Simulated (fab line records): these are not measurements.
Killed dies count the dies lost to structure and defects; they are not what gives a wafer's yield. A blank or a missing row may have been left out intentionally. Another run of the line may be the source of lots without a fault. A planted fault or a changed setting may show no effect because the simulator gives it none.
Problem report in the 8D (eight disciplines) form, filled by code | flow n5_finfet | the parts of the form that need people (team, actions taken, sign-off) are left out

== 1. THE ISSUE ==
Wafers without a fault read 34 with a standard deviation of 9.4, while killed_at_M0_to_M3 at N5_PASSIVATION_PROBE_49 averages 72 across 2 wafers of 1 lot. Measured from the usual mean, that is +4.0 standard deviations.
First seen on wafer L829.2, day 14 22:02, on prober-01. The record holds 12 wafers of 4 lots with a number at this step. Rule for "out" (also "out of limits"): further than 4 standard deviations from the usual mean. The rest of the wafers with a number are treated as sound.

== 2. WHAT THIS IS AND IS NOT ==
question                    | is                 | is not
which readings at this step | killed_at_M0_to_M3 | killed_at_M4_up, killed_at_contacts, killed_at_front_end, killed_at_other, killed_open, killed_short, sort_bin_4_leakage, sort_bin_6_memory
which lots                  | L829               | L828, L836, L839
which wafers of those lots  | L829.2, L829.4     | L829.5
read on which tools         | prober-01          | prober-02
when                        | from day 14 22:02  | up to then (3 sound wafers); but 7 sound wafers of L829, L836, L839 came after

== 3. SUSPECTS, AND WHAT RULES EACH OUT ==
Counting: a tool at a process step up to the reading stays a suspect if it ran every lot that is out. Sound lots after the first of them don't rule it out here, since some wafers of a struck lot are sound.
- pvd_sputter-01 at N5_BEOL_M2_DEGAS_44 (time 60 s): kept. It ran the lot that is out, L829 (day 8 08:41).
- pvd_sputter-01 at N5_BEOL_M2_PRE_CLEAN_45 (time 30 s): kept. It ran the lot that is out, L829 (day 8 08:43).
- pvd_sputter-03 at N5_BEOL_M2_SPUTTER_48 (material Cu, target thk 4.5 nm, time 8.29 s): kept. It processed L829, the lot that is out, at day 8 09:35, and its most recent sound lot before then was L828 at day 8 04:58.
- pvd_sputter-03 at N5_BEOL_M2_ANNEAL_87 (time 240 s): kept. It processed L829, the lot that is out, at day 8 10:19, and its most recent sound lot before then was L828 at day 8 05:42.
- pecvd-02 at N5_BEOL_M2_DEP_57 (deposits SiCN from 3MS/NH3, target thk 8 nm, time 14 s): kept. It ran the lot that is out, L829 (day 8 12:20).
- pecvd-02 at N5_BEOL_M3_PECVD_72 (deposits SiO2 from TEOS/O2, target thk 16 nm, time 18 s): kept. It processed L829, the lot that is out, at day 8 12:35, and its most recent sound lot before then was L828 at day 8 07:58.
- prober-01 at N5_PASSIVATION_PROBE_49: kept. It ran the lot that is out, L829 (day 14 22:02). Its own killed_at_M0_to_M3 readings are out on those wafers.
- Within pecvd-02 at N5_BEOL_M2_DEP_57, the wafers that are out were processed in chamber 2 and their sound lot-mates in chamber 0.
- Within pecvd-02 at N5_BEOL_M3_PECVD_72: the wafers that are out ran in chambers 0, 2; their sound lot-mates ran in chamber 1.
Left after counting: pvd_sputter-01 at N5_BEOL_M2_DEGAS_44, pvd_sputter-01 at N5_BEOL_M2_PRE_CLEAN_45, pvd_sputter-03 at N5_BEOL_M2_SPUTTER_48, pvd_sputter-03 at N5_BEOL_M2_ANNEAL_87, pecvd-02 at N5_BEOL_M2_DEP_57, pecvd-02 at N5_BEOL_M3_PECVD_72, prober-01 at N5_PASSIVATION_PROBE_49.

== 4. THE CAUSE (what the simulator had put in) ==
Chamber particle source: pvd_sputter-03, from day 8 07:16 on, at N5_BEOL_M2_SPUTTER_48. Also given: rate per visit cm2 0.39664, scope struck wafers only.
This tool is one of the 7 suspects left after counting.

== 5. SEQUENCE OF EFFECTS, ordered by route ==
Each row: a reading whose mean over the struck wafers that have a number lies more than 3 standard deviations from the usual. Readings are gone through only where the record gives a usual standard deviation; hours: the median, over the lots, of the time from a lot's start at the first step in this table giving one to that lot's start at this step; sigmas: the change measured in usual standard deviations.
hours | step                    | reading            | usual | on struck wafers | change | sigmas
0     | N5_PASSIVATION_PROBE_49 | killed_at_M0_to_M3 | 34    | 72               | +38    | +4.0
0     | N5_PASSIVATION_PROBE_49 | killed_on_rim      | 14    | 26               | +12    | +3.3
Its process steps:
- N5_PASSIVATION_PROBE_49

== 6. WHAT WOULD HAVE CAUGHT IT SOONER ==
In this record the first reading out of limits was taken at day 14 22:02, 159 hours after the fault began at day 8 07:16.
An alarm limit of 4 standard deviations would not have fired on the tool readings at N5_BEOL_M2_SPUTTER_48 for which the record gives a usual standard deviation, since none of them was out on any struck wafer.
The start of N5_BEOL_M2_SPUTTER_48 on pvd_sputter-03 came by day 14 22:02 for every one of the lots that are out (1). Tool hold at that time: it would have spared none of them.
